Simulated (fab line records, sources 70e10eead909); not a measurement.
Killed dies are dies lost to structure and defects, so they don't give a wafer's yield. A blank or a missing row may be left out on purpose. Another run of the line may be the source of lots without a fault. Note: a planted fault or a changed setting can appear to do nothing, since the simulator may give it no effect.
fab line records ; flow nand-harc
record lots=7; wafers=21; last-day=26
route steps=1159 shown P_M0@264 END@1159
lots that met no fault: from a run of the same line without faults
start-h: start of the lot's first displayed wafer, in hours after the record's first day ; wait-h: time in hours since the lot's previous step ; " identical to the entry in the row above ; L1.1+2: a row that stands for several wafers ; - no value, or no start was given ; * or withheld: withheld ; < > ~ a bound
route shown NAME@n: names a module that has steps shown in the file, with the first one's number in the route ; usual: mean and standard deviation over wafers with no fault ; same: alike in all rows ; chamber/n: place in a boat ; sites: readings site by site ; _std_site: the values' standard deviation ; _edge_site: outer sites' mean less inner sites' ; radius-mm: for every site, how far away it sits from the centre of the wafer ; mask NAME#n: copy n ; behind: the most recent tool/chamber to have shaped the wafer ; hold: why the lot was held/for how many hours/how that ended ; device: the transistor (n, p or np) that didn't switch ; end of line: the tests these same wafers got at the end of their route ; a step with no rows: only its recipe ; killed: the dies lost at the first sort to structure and to defects; this is not the yield of the wafer ; map: a wafer's dies, marking killed ones x, the rest . and places with no die _
set.NAME: the setting as run; set.NAME@STEP: as run at that earlier step ; model.NAME: the simulator's own value behind a step, which no gauge read
certain route steps with their lots: each step a table, each wafer a row
services: the hour from which a tool's chamber was out of use, counted from the record's first day as start-h (under 0 if before that day), plus the number of hours and why
## steps
# step NHARC_P_M0_OVL_MEAS_10
# recipe pitch-nm=180
# usual overlay-x-nm=-0.1/0.85; overlay-y-nm=-0.1/0.72
lot.wafer;tool;chamber;start-h;wait-h;overlay-x-nm;overlay-y-nm
L782.2;overlay-02;-;132.00;-;-0.4;0.6
L782.3;overlay-02;-;132.00;-;-1.0;0.0
L782.5;overlay-02;-;132.00;-;-0.6;0.6
L785.3;overlay-01;-;158.84;-;0.4;-0.3
L785.5;overlay-01;-;158.84;-;0.4;-0.5
L785.6;overlay-01;-;158.84;-;0.2;-0.4
L789.2;overlay-02;-;168.90;-;1.1;-0.8
L789.4;overlay-02;-;168.90;-;1.1;-1.1
L789.6;overlay-02;-;168.90;-;1.5;-1.2
L788.1;overlay-01;-;169.55;-;-2.0;0.0
L788.2;overlay-01;-;169.55;-;-1.7;0.1
L788.4;overlay-01;-;169.55;-;-1.6;0.1
L791.1;overlay-01;-;196.26;-;-0.6;-0.6
L791.3;overlay-01;-;196.26;-;-0.1;-0.2
L791.5;overlay-01;-;196.26;-;0.2;-0.3
L799.2;overlay-01;-;233.20;-;0.0;0.8
L799.3;overlay-01;-;233.20;-;-0.1;0.6
L799.4;overlay-01;-;233.20;-;-0.3;0.9
L798.3;overlay-01;-;237.90;-;0.8;0.3
L798.4;overlay-01;-;237.90;-;0.1;0.1
L798.6;overlay-01;-;237.90;-;1.0;0.6
# step NHARC_P_M0_INSPECT_11
# usual raw-defect-count=3.4/1.9
lot.wafer;tool;chamber;start-h;wait-h;raw-defect-count
L782.2;defect-inspect-02;-;132.03;0.0;3
L782.3;defect-inspect-02;-;132.03;0.0;6
L782.5;defect-inspect-02;-;132.03;0.0;4
L785.3;defect-inspect-02;-;158.88;0.0;3
L785.5;defect-inspect-02;-;158.88;0.0;2
L785.6;defect-inspect-02;-;158.88;0.0;1
L789.2;defect-inspect-02;-;168.93;0.0;1
L789.4;defect-inspect-02;-;168.93;0.0;3
L789.6;defect-inspect-02;-;168.93;0.0;3
L788.1;defect-inspect-01;-;169.59;0.0;2
L788.2;defect-inspect-01;-;169.59;0.0;6
L788.4;defect-inspect-01;-;169.59;0.0;0
L791.1;defect-inspect-02;-;196.30;0.0;1
L791.3;defect-inspect-02;-;196.30;0.0;5
L791.5;defect-inspect-02;-;196.30;0.0;4
L799.2;defect-inspect-01;-;233.26;0.1;5
L799.3;defect-inspect-01;-;233.26;0.1;4
L799.4;defect-inspect-01;-;233.26;0.1;2
L798.3;defect-inspect-02;-;237.95;0.1;2
L798.4;defect-inspect-02;-;237.95;0.1;0
L798.6;defect-inspect-02;-;237.95;0.1;3
# step NHARC_P_M0_DESCUM_14
# recipe time-s=3; o2-flow-sccm=200; ar-flow-sccm=0; bias-power-w=0; chemistry=O2
# usual drypump-motor-current-A=5.8/0.48; oes-product-au=1.001/0.0066; rf-vpp-V=57.9/0.92; showerhead-plenum-p-Torr=1.92/0.075; throttle-valve-pct=11.312/0.0098
lot.wafer;tool;chamber;start-h;wait-h;drypump-motor-current-A;oes-product-au;rf-hours-counter-h;rf-vpp-V;showerhead-plenum-p-Torr;throttle-valve-pct
L782.3;rie-diel-02;0;132.11;0.1;6.0;1.001;12;57.7;1.87;11.321
L782.2;rie-diel-02;1;132.11;0.1;5.5;0.994;12;58.9;2.05;11.302
L782.5;rie-diel-02;2;132.11;0.1;5.8;1.014;-;56.9;2.06;11.308
L785.3;rie-diel-05;1;158.96;0.1;6.2;0.998;9;58.0;1.90;11.321
L785.5;rie-diel-05;3;158.96;0.1;5.2;1.007;-;56.7;1.93;11.304
L785.6;rie-diel-05;0;158.96;0.1;5.1;1.002;-;57.2;1.89;11.334
L789.2;rie-diel-10;3;168.99;0.1;6.5;1.009;14;58.3;1.84;11.316
L789.4;rie-diel-10;3;168.99;0.1;6.5;0.993;-;58.4;1.84;11.313
L789.6;rie-diel-10;2;168.99;0.1;6.4;0.994;-;58.1;1.87;11.302
L788.2;rie-diel-02;2;169.65;0.1;5.8;1.006;1;58.9;2.06;11.294
L788.1;rie-diel-02;3;169.65;0.1;5.5;0.991;1;57.8;1.88;11.305
L788.4;rie-diel-02;1;169.65;0.1;5.5;1.005;1;57.5;2.05;11.330
L791.1;rie-diel-02;1;196.37;0.1;5.5;1.006;3;57.5;2.05;11.319
L791.3;rie-diel-02;2;196.37;0.1;5.8;1.006;3;57.8;2.06;11.312
L791.5;rie-diel-02;0;196.37;0.1;6.0;1.013;-;56.9;1.87;11.310
L799.2;rie-diel-10;0;233.32;0.1;6.1;1.002;4;58.5;2.00;11.309
L799.4;rie-diel-10;2;233.32;0.1;6.4;0.992;3;58.5;1.87;11.318
L799.3;rie-diel-10;3;233.32;0.1;6.5;0.999;4;58.7;1.84;11.318
L798.4;rie-diel-02;0;238.02;0.1;6.0;1.001;5;57.2;1.87;11.302
L798.3;rie-diel-02;2;238.02;0.1;5.9;1.000;6;58.3;2.06;11.293
L798.6;rie-diel-02;0;238.02;0.1;6.0;1.006;-;57.9;1.87;11.308
# step NHARC_P_M0_ETCH_34
# recipe target-depth-a=400; overetch-a=120; time-s=43.94; ion-energy-ev=200; n2-flow-sccm=150; h2-flow-sccm=150; ar-flow-sccm=0; rf-w=400; bias-w=150; chemistry=N2/H2
# usual drypump-motor-current-A=5.8/0.49; oes-product-au=1.002/0.0075; rf-vpp-V=431.0/2.4; showerhead-plenum-p-Torr=2.05/0.086; throttle-valve-pct=14.170/0.0086
lot.wafer;tool;chamber;start-h;wait-h;drypump-motor-current-A;oes-product-au;rf-hours-counter-h;rf-vpp-V;showerhead-plenum-p-Torr;throttle-valve-pct
L782.3;rie-diel-02;2;132.18;0.1;5.8;1.002;12;435.6;2.20;14.157
L782.2;rie-diel-02;3;132.18;0.1;5.5;0.999;8;428.7;2.00;14.178
L782.5;rie-diel-02;2;132.18;0.1;5.8;1.007;-;433.9;2.20;14.157
L785.3;rie-diel-05;2;159.03;0.1;5.1;1.000;10;428.4;1.94;14.177
L785.5;rie-diel-05;2;159.03;0.1;5.1;1.010;-;427.8;1.94;14.159
L785.6;rie-diel-05;3;159.03;0.1;5.2;1.013;-;431.7;2.06;14.163
L789.2;rie-diel-10;0;169.11;0.1;6.1;1.010;14;432.0;2.13;14.174
L789.6;rie-diel-10;2;169.11;0.1;6.4;1.004;-;429.6;1.99;14.171
L789.4;rie-diel-10;3;169.11;0.1;6.6;1.006;-;427.7;1.96;14.156
L788.4;rie-diel-02;0;169.73;0.1;6.0;1.002;1;428.9;2.00;14.169
L788.1;rie-diel-02;2;169.73;0.1;5.8;1.005;1;434.5;2.20;14.160
L788.2;rie-diel-02;3;169.73;0.1;5.5;1.000;1;429.1;2.00;14.167
L791.1;rie-diel-02;2;196.45;0.1;5.8;1.007;3;435.0;2.20;14.167
L791.3;rie-diel-02;0;196.45;0.1;6.1;1.001;3;430.0;2.00;14.165
L791.5;rie-diel-02;2;196.45;0.1;5.8;1.005;-;434.7;2.20;14.176
L799.3;rie-diel-10;0;233.41;0.1;6.1;1.005;4;433.9;2.13;14.182
L799.2;rie-diel-10;2;233.41;0.1;6.4;0.998;3;429.3;1.99;14.172
L799.4;rie-diel-10;3;233.41;0.1;6.5;1.008;4;428.6;1.96;14.172
L798.3;rie-diel-02;1;238.09;0.1;5.5;1.007;4;435.2;2.19;14.173
L798.4;rie-diel-02;0;238.09;0.1;6.0;1.005;5;429.3;2.00;14.162
L798.6;rie-diel-02;1;238.09;0.1;5.5;0.999;-;434.7;2.19;14.163
# step NHARC_P_M0_ETCH_15
# recipe target-depth-a=1500; overetch-a=150; time-s=82.5; c4f8-flow-sccm=withheld; ar-flow-sccm=400; rf-w=600; bias-w=300; chemistry=C4F8/Ar
# step NHARC_P_M0_CD_MEAS_16
# usual cd-nm=89.7/0.74
lot.wafer;tool;chamber;start-h;wait-h;cd-nm
L782.2;cd-sem-02;-;132.41;-;89.4
L782.3;cd-sem-02;-;132.41;-;88.6
L782.5;cd-sem-02;-;132.41;-;90.1
L785.3;cd-sem-01;-;159.25;-;89.8
L785.5;cd-sem-01;-;159.25;-;89.6
L785.6;cd-sem-01;-;159.25;-;89.7
L789.2;cd-sem-03;-;169.34;-;91.2
L789.4;cd-sem-03;-;169.34;-;90.1
L789.6;cd-sem-03;-;169.34;-;90.5
L788.1;cd-sem-03;-;169.95;-;89.8
L788.2;cd-sem-03;-;169.95;-;89.9
L788.4;cd-sem-03;-;169.95;-;89.7
L791.1;cd-sem-02;-;196.66;-;91.4
L791.3;cd-sem-02;-;196.66;-;90.2
L791.5;cd-sem-02;-;196.66;-;90.1
L799.2;cd-sem-02;-;233.63;-;91.0
L799.3;cd-sem-02;-;233.63;-;89.9
L799.4;cd-sem-02;-;233.63;-;90.3
L798.3;cd-sem-02;-;238.31;-;88.8
L798.4;cd-sem-02;-;238.31;-;88.4
L798.6;cd-sem-02;-;238.31;-;88.8
# step NHARC_P_M0_STRIP_18
# recipe power-w=1000; n2-flow-sccm=150; h2-flow-sccm=150; ar-flow-sccm=0; bias-w=0; chemistry=N2/H2
# usual drypump-motor-current-A=5.7/0.45; oes-product-au=1.001/0.0071; power-w=1000/3; rf-vpp-V=90.6/0.96; showerhead-plenum-p-Torr=2.04/0.083; throttle-valve-pct=14.171/0.009
lot.wafer;tool;chamber;start-h;wait-h;drypump-motor-current-A;oes-product-au;power-w;rf-hours-counter-h;rf-vpp-V;showerhead-plenum-p-Torr;throttle-valve-pct
L782.3;rie-diel-05;3;132.53;0.1;5.1;1.004;1006;9;92.0;2.06;14.163
L782.2;rie-diel-05;0;132.53;0.1;5.1;1.008;1003;9;89.5;2.02;14.166
L782.5;rie-diel-05;2;132.53;0.1;5.1;0.996;1003;-;90.0;1.94;14.162
L785.3;rie-diel-05;3;159.38;0.1;5.2;1.003;1001;11;90.6;2.06;14.174
L785.5;rie-diel-05;1;159.38;0.1;6.2;0.997;997;-;90.3;2.02;14.167
L785.6;rie-diel-05;2;159.38;0.1;5.2;1.003;1003;-;90.0;1.94;14.175
L789.2;rie-diel-10;2;169.48;0.1;6.4;1.000;1006;14;90.2;1.99;14.180
L789.4;rie-diel-10;3;169.48;0.1;6.6;0.994;1005;-;89.8;1.96;14.187
L789.6;rie-diel-10;0;169.48;0.1;6.1;1.005;999;-;92.7;2.13;14.171
L788.1;rie-diel-10;2;170.06;0.1;6.4;0.995;997;14;88.2;1.99;14.180
L788.2;rie-diel-10;3;170.06;0.1;6.5;0.994;1004;14;89.3;1.96;14.168
L788.4;rie-diel-10;2;170.06;0.1;6.4;0.994;998;-;91.9;1.99;14.167
L791.3;rie-diel-02;2;196.77;0.1;5.8;1.007;996;3;91.4;2.20;14.162
L791.1;rie-diel-02;0;196.77;0.1;6.0;1.015;996;3;90.6;2.00;14.187
L791.5;rie-diel-02;2;196.77;0.1;5.8;1.005;1000;-;90.9;2.20;14.162
L799.2;rie-diel-05;1;233.70;0.1;6.2;0.994;997;4;90.2;2.02;14.177
L799.3;rie-diel-05;2;233.70;0.1;5.1;1.002;1004;4;89.7;1.93;14.187
L799.4;rie-diel-05;0;233.70;0.1;5.1;1.004;1006;4;90.2;2.02;14.168
L798.4;rie-diel-02;3;238.38;0.1;5.5;0.988;999;6;89.3;2.00;14.172
L798.3;rie-diel-02;0;238.38;0.1;6.0;1.007;1001;5;89.6;2.00;14.171
L798.6;rie-diel-02;3;238.38;0.1;5.5;1.003;995;-;90.4;2.00;14.177
# step NHARC_P_M0_STRIP_19
# recipe time-s=600; temp-c=30; chemistry=post-etch-residue-remover
# step NHARC_P_M0_DEGAS_28
# recipe temp-c=250; time-s=60
# step NHARC_P_M0_PRE_CLEAN_29
# recipe time-s=30; temp-c=280; gas=H2/He
# usual heater-power-w=425/37
lot.wafer;tool;chamber;start-h;wait-h;heater-power-w
L782.2;pvd-sputter-02;-;-;-;387
L782.3;pvd-sputter-02;-;-;-;427
L782.5;pvd-sputter-02;-;-;-;468
L785.3;pvd-sputter-03;-;-;-;358
L785.6;pvd-sputter-03;-;-;-;460
L785.5;pvd-sputter-03;-;-;-;461
L789.2;pvd-sputter-01;-;-;-;413
L789.4;pvd-sputter-01;-;-;-;406
L789.6;pvd-sputter-01;-;-;-;418
L788.4;pvd-sputter-03;-;-;-;350
L788.2;pvd-sputter-03;-;-;-;451
L788.1;pvd-sputter-03;-;-;-;461
L791.3;pvd-sputter-03;-;-;-;358
L791.1;pvd-sputter-03;-;-;-;410
L791.5;pvd-sputter-03;-;-;-;357
L799.3;pvd-sputter-02;-;-;-;494
L799.2;pvd-sputter-02;-;-;-;397
L799.4;pvd-sputter-02;-;-;-;376
L798.3;pvd-sputter-03;-;-;-;431
L798.4;pvd-sputter-03;-;-;-;354
L798.6;pvd-sputter-03;-;-;-;458
# step NHARC_P_M0_PVD_20
# recipe target-thk-a=50; bias-v=168.6; power-w=15000; chamber-pressure-pa=0.12; time-s=8.06; substrate-temp-c=50; material=TaN
# usual throttle-valve-pct=29.8/0.89
lot.wafer;tool;chamber;start-h;wait-h;throttle-valve-pct
L782.2;pvd-sputter-02;-;-;-;29.2
L782.3;pvd-sputter-02;-;-;-;30.4
L782.5;pvd-sputter-02;-;-;-;30.2
L785.3;pvd-sputter-03;-;-;-;29.1
L785.5;pvd-sputter-03;-;-;-;29.2
L785.6;pvd-sputter-03;-;-;-;29.2
L789.2;pvd-sputter-01;-;-;-;28.5
L789.4;pvd-sputter-01;-;-;-;27.9
L789.6;pvd-sputter-01;-;-;-;30.3
L788.1;pvd-sputter-03;-;-;-;31.0
L788.4;pvd-sputter-03;-;-;-;30.4
L788.2;pvd-sputter-03;-;-;-;29.1
L791.3;pvd-sputter-03;-;-;-;29.1
L791.1;pvd-sputter-03;-;-;-;31.4
L791.5;pvd-sputter-03;-;-;-;29.1
L799.4;pvd-sputter-02;-;-;-;29.1
L799.3;pvd-sputter-02;-;-;-;30.0
L799.2;pvd-sputter-02;-;-;-;29.7
L798.3;pvd-sputter-03;-;-;-;31.0
L798.4;pvd-sputter-03;-;-;-;30.5
L798.6;pvd-sputter-03;-;-;-;29.1
# step NHARC_P_M0_PVD_21
# recipe target-thk-a=300; chamber-pressure-pa=5; power-w=5000; substrate-temp-c=30; time-s=20.49; material=Cu
# step NHARC_P_M0_ECD_22
# recipe target-thk-a=4000; bath-temp-c=25; material=Cu
# usual bath-temp-c=24.99/0.12
lot.wafer;tool;chamber;start-h;wait-h;bath-temp-c
L782.2;ecd-cu-02;1;133.43;-;25.00
L782.3;ecd-cu-02;0;133.43;-;25.19
L782.5;ecd-cu-02;0;133.43;-;25.16
L785.3;ecd-cu-02;1;160.33;-;25.09
L785.5;ecd-cu-02;1;160.33;-;24.90
L785.6;ecd-cu-02;0;160.33;-;24.91
L789.2;ecd-cu-02;1;170.36;-;24.72
L789.4;ecd-cu-02;0;170.36;-;24.93
L789.6;ecd-cu-02;1;170.36;-;24.94
L788.2;ecd-cu-02;1;170.98;-;25.10
L788.1;ecd-cu-02;0;170.98;-;25.07
L788.4;ecd-cu-02;0;170.98;-;25.07
L791.1;ecd-cu-02;1;197.80;-;25.16
L791.3;ecd-cu-02;0;197.80;-;24.85
L791.5;ecd-cu-02;0;197.80;-;25.01
L799.2;ecd-cu-01;0;234.66;-;24.96
L799.4;ecd-cu-01;1;234.66;-;24.91
L799.3;ecd-cu-01;0;234.66;-;24.91
L798.4;ecd-cu-01;1;239.39;-;24.92
L798.3;ecd-cu-01;0;239.39;-;24.80
L798.6;ecd-cu-01;1;239.39;-;24.83
# step NHARC_P_M0_ANNEAL_30
# recipe temp-c=225; time-s=90
# step NHARC_P_M0_CMP_23
# recipe t-overpolish-s=20; target-thk-nm=117.53
# usual edge-zone-pressure-frac=1.000/0.0051; motor-current-A=12.3/1.1; time-to-endpoint-s=29.4/2.2
lot.wafer;tool;chamber;start-h;wait-h;edge-zone-pressure-frac;motor-current-A;time-to-endpoint-s
L782.3;cmp-03;0;134.13;-;0.995;10.9;32.6
L782.2;cmp-03;2;134.13;-;1.010;13.0;30.4
L782.5;cmp-03;3;134.13;-;0.995;13.7;28.0
L785.3;cmp-01;2;161.03;-;0.992;13.5;27.8
L785.6;cmp-01;0;161.03;-;0.997;10.3;28.1
L785.5;cmp-01;1;161.03;-;1.001;13.8;28.5
L789.4;cmp-04;1;171.12;-;0.997;12.5;26.0
L789.2;cmp-04;3;171.12;-;0.999;10.7;42.3
L789.6;cmp-04;1;171.12;-;0.997;12.6;28.2
L788.2;cmp-03;3;171.73;-;0.998;13.9;41.1
L788.4;cmp-03;0;171.73;-;0.998;11.8;28.3
L788.1;cmp-03;1;171.73;-;1.000;13.1;45.9
L791.3;cmp-04;3;198.53;-;0.997;11.1;26.5
L791.1;cmp-04;1;198.53;-;1.002;12.7;40.4
L791.5;cmp-04;2;198.53;-;0.994;13.6;26.1
L799.2;cmp-01;1;235.39;-;1.000;12.6;30.9
L799.4;cmp-01;2;235.39;-;1.006;13.3;29.6
L799.3;cmp-01;3;235.39;-;0.992;11.6;29.8
L798.4;cmp-03;3;240.04;-;0.997;13.7;26.9
L798.3;cmp-03;0;240.04;-;0.997;11.7;29.4
L798.6;cmp-03;3;240.04;-;1.000;14.2;26.3
# step NHARC_P_M0_THK_MEAS_24
# recipe thk-meas-gauge=xrf
# usual thk-nm=117.5/1.3
lot.wafer;tool;chamber;start-h;wait-h;thk-nm
L782.2;film-metro-01;-;134.42;-;118.2
L782.3;film-metro-01;-;134.42;-;117.5
L782.5;film-metro-01;-;134.42;-;118.8
L785.3;film-metro-01;-;161.29;-;117.0
L785.5;film-metro-01;-;161.29;-;115.9
L785.6;film-metro-01;-;161.29;-;116.9
L789.2;film-metro-01;-;171.40;-;120.1
L789.4;film-metro-01;-;171.40;-;117.6
L789.6;film-metro-01;-;171.40;-;115.5
L788.1;film-metro-02;-;172.01;-;117.6
L788.2;film-metro-02;-;172.01;-;115.2
L788.4;film-metro-02;-;172.01;-;117.9
L791.1;film-metro-01;-;198.81;-;117.6
L791.3;film-metro-01;-;198.81;-;117.8
L791.5;film-metro-01;-;198.81;-;116.4
L799.2;film-metro-01;-;235.67;-;116.5
L799.3;film-metro-01;-;235.67;-;115.7
L799.4;film-metro-01;-;235.67;-;118.3
L798.3;film-metro-02;-;240.33;-;117.7
L798.4;film-metro-02;-;240.33;-;117.1
L798.6;film-metro-02;-;240.33;-;115.2
# step NHARC_END_SORT_01
# recipe temp-c=25
# usual defect-limited-yield=95.4/1.6; killed-at-array=28/11; killed-at-other=0.9/1.2; killed-at-periphery=2.6/2.1; killed-dies=31/11; killed-open=3.1/1.7; killed-short=1.9/1.3; sort_bin_2_pct=1.5/0.64; sort_bin_3_pct=0.26/0.21; sort_bin_4_pct=2.9/1.1; sort-n-pass=646/11; sort-rim-yield-pct=96.4/2.3; sort-yield-pct=95.4/1.6
# same gross-dies=677; sort_bin_5_pct[%]=0; sort_bin_6_pct[%]=0; sort_bin_7_pct[%]=0; sort_bin_8_pct[%]=0; sort-rim-n-gross=106.00
lot.wafer;tool;chamber;start-h;wait-h;defect-limited-yield[%];killed-at-array;killed-at-other;killed-at-periphery;killed-dies;killed-open;killed-short;sort_bin_2_pct[%];sort_bin_3_pct[%];sort_bin_4_pct[%];sort-n-pass;sort-rim-yield-pct[%];sort-yield-pct[%]
L782.2;prober-02;0;492.86;2.8;97.0;17;1;2;20;7;4;1.0;0;1.9;657;98.1;97.0
L782.3;prober-02;0;493.67;3.1;98.1;12;0;1;13;2;2;0.4;0.44;1.0;664;100.0;98.1
L782.5;prober-02;0;495.28;3.7;96.3;22;0;3;25;3;1;1.0;0.30;2.4;652;96.2;96.3
L789.2;prober-02;0;565.41;2.8;93.8;38;0;4;42;5;3;1.6;0.30;4.3;635;99.1;93.8
L789.4;prober-02;0;567.00;3.4;94.5;37;0;0;37;6;1;1.2;0.44;3.8;640;97.2;94.5
L789.6;prober-02;0;568.59;4.0;95.1;31;1;1;33;2;2;1.3;0.44;3.1;644;98.1;95.1
L791.1;prober-01;0;593.59;2.5;95.3;30;1;1;32;3;0;1.3;0.30;3.1;645;92.5;95.3
L791.3;prober-01;0;595.20;3.1;95.1;32;0;1;33;4;3;1.9;0.15;2.8;644;95.3;95.1
L791.5;prober-01;0;596.82;3.7;95.9;25;0;3;28;6;2;1.3;0.30;2.5;649;97.2;95.9
L799.2;prober-02;0;622.48;2.8;96.5;18;0;6;24;3;0;1.2;0.15;2.2;653;95.3;96.5
L799.3;prober-02;0;623.28;3.1;96.8;14;0;8;22;4;2;0.9;0;2.4;655;95.3;96.8
L799.4;prober-02;0;624.08;3.4;96.8;19;0;3;22;2;0;1.2;0;2.1;655;95.3;96.8
# killed by level:class
L782.2 A_CHANNEL_HOLE_D1:chamber-film-flake=3 A_STAIRCASE:chamber-film-flake=3 A_M0:geometric-particle:open=2 A_SLIT:chamber-film-flake=2 P_GATE:geometric-particle:open=1 P_M1:geometric-particle:short=1 A_ONON_D1:geometric-particle:open=1 A_ONON_D1:geometric-particle:short=1
L782.3 A_SLIT:chamber-film-flake=5 A_M0:geometric-particle:open=2 A_STAIRCASE:chamber-film-flake=2 A_SGD_CUT:geometric-particle:short=1 A_WL_FILL:geometric-particle:short=1 P_GATE:chamber-film-flake=1 A_CHANNEL_HOLE_D1:chamber-film-flake=1
L782.5 A_SLIT:chamber-film-flake=6 A_CHANNEL_HOLE_D1:chamber-film-flake=4 A_STAIRCASE:chamber-film-flake=4 A_CONTACT:geometric-particle:open=2 P_GATE:chamber-film-flake=2 A_WL_FILL:chamber-film-flake=2 A_WL_FILL:geometric-particle:short=1 A_WL_FILL:geometric-particle:open=1
L789.2 A_CHANNEL_HOLE_D1:chamber-film-flake=17 A_CONTACT:chamber-film-flake=7 A_M0:chamber-film-flake=6 A_STAIRCASE:chamber-film-flake=2 P_CONTACT:geometric-particle:open=1 P_CONTACT:geometric-particle:short=1 P_M0:geometric-particle:open=1 A_ONON_D1:geometric-particle:short=1
L789.4 A_CHANNEL_HOLE_D1:chamber-film-flake=20 A_CONTACT:chamber-film-flake=9 A_CONTACT:geometric-particle:open=3 A_ONON_D1:geometric-particle:open=1 A_CHANNEL_FILL_D1:geometric-particle:short=1 A_WL_FILL:geometric-particle:open=1 A_M0:geometric-particle:open=1 A_WL_FILL:chamber-film-flake=1
L789.6 A_CHANNEL_HOLE_D1:chamber-film-flake=20 A_CONTACT:chamber-film-flake=6 A_SGD_CUT:geometric-particle:short=2 A_STAIRCASE:chamber-film-flake=2 P_CONTACT:geometric-particle:open=1 A_M0:geometric-particle:open=1 THIN_TSV:chamber-film-flake=1
L791.1 A_SLIT:chamber-film-flake=12 A_CHANNEL_HOLE_D1:chamber-film-flake=10 A_CONTACT:geometric-particle:open=3 A_CHANNEL_FILL_D1:chamber-film-flake=3 P_M2:chamber-film-flake=1 A_ZERO_WELL:chamber-film-flake=1 A_STAIRCASE:chamber-film-flake=1 THIN_TSV:chamber-film-flake=1
L791.3 A_CHANNEL_HOLE_D1:chamber-film-flake=9 A_SLIT:chamber-film-flake=8 A_CHANNEL_FILL_D1:chamber-film-flake=3 A_CHANNEL_FILL_D1:geometric-particle:open=2 A_WL_FILL:chamber-film-flake=2 A_CONTACT:chamber-film-flake=2 P_CONTACT:geometric-particle:open=1 A_SOURCE_PLATE:geometric-particle:short=1
L791.5 A_SLIT:chamber-film-flake=11 A_CHANNEL_HOLE_D1:chamber-film-flake=3 A_CHANNEL_FILL_D1:geometric-particle:open=2 A_CHANNEL_FILL_D1:chamber-film-flake=2 A_CONTACT:chamber-film-flake=2 P_CONTACT:geometric-particle:open=1 P_M0:geometric-particle:short=1 A_ONON_D1:geometric-particle:open=1
L799.2 A_CHANNEL_HOLE_D1:chamber-film-flake=5 A_STAIRCASE:chamber-film-flake=5 A_CONTACT:chamber-film-flake=5 P_GATE:chamber-film-flake=3 P_M1:chamber-film-flake=2 P_M1:geometric-particle:open=1 A_BLC:geometric-particle:open=1 A_M0:geometric-particle:open=1
L799.3 A_STAIRCASE:chamber-film-flake=6 A_CHANNEL_HOLE_D1:chamber-film-flake=4 P_CONTACT:geometric-particle:open=3 P_M1:chamber-film-flake=3 P_GATE:geometric-particle:open=1 P_M0:geometric-particle:short=1 A_WL_FILL:geometric-particle:short=1 A_SLIT:chamber-film-flake=1
L799.4 A_STAIRCASE:chamber-film-flake=9 A_CHANNEL_HOLE_D1:chamber-film-flake=5 A_CONTACT:chamber-film-flake=4 P_M1:chamber-film-flake=2 P_GATE:geometric-particle:open=1 A_CONTACT:geometric-particle:open=1
## services
tool;chamber;start-h;hours;kind
rie-diel-10;0;110.67;8.8;repair
cmp-04;-;110.72;1.8;repair
cmp-01;-;122.47;1.8;repair
pvd-sputter-01;-;124.79;1.1;repair
rie-diel-05;1;136.55;16.8;repair
pvd-sputter-02;-;140.30;20.0;repair
rie-diel-02;-;150.70;9.0;pm
cmp-03;-;156.00;4.0;pm
pvd-sputter-01;-;158.00;10.0;pm
rie-diel-10;1;159.47;15.9;repair
cmp-03;-;160.02;0.3;repair
rie-diel-05;-;163.60;9.0;pm
rie-diel-10;-;167.33;1.5;repair
rie-diel-10;-;176.50;9.0;pm
ecd-cu-02;-;180.00;8.0;pm
rie-diel-05;2;196.12;5.2;repair
rie-diel-02;3;196.72;6.7;repair
ecd-cu-02;-;198.63;2.8;repair
pvd-sputter-03;-;204.12;0.7;repair
rie-diel-02;1;210.53;15.4;repair
pvd-sputter-02;-;214.00;10.0;pm
ecd-cu-02;-;230.77;11.8;repair
rie-diel-05;-;232.53;0.5;repair
rie-diel-05;1;238.32;8.1;repair
## key
first-sign step=NHARC_P_M0_CMP_23; reading=time-to-endpoint-s; direction=up; sigmas=6.1; usual=*; struck=*
effect none on later readings
met-at NHARC_P_M0_ECD_22
struck-wafers L788.1,L788.2,L789.2,L791.1
onset-between 160.33 170.36
fault kind=process-parameter-drift; tool=ecd-cu-02; chamber=-; onset-h=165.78; steps=NHARC_P_M0_ECD_22; channel=target-thk-a; offset=*; shape=step; end-h=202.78; scope=struck-wafers-only; acts-in=*; stated=*
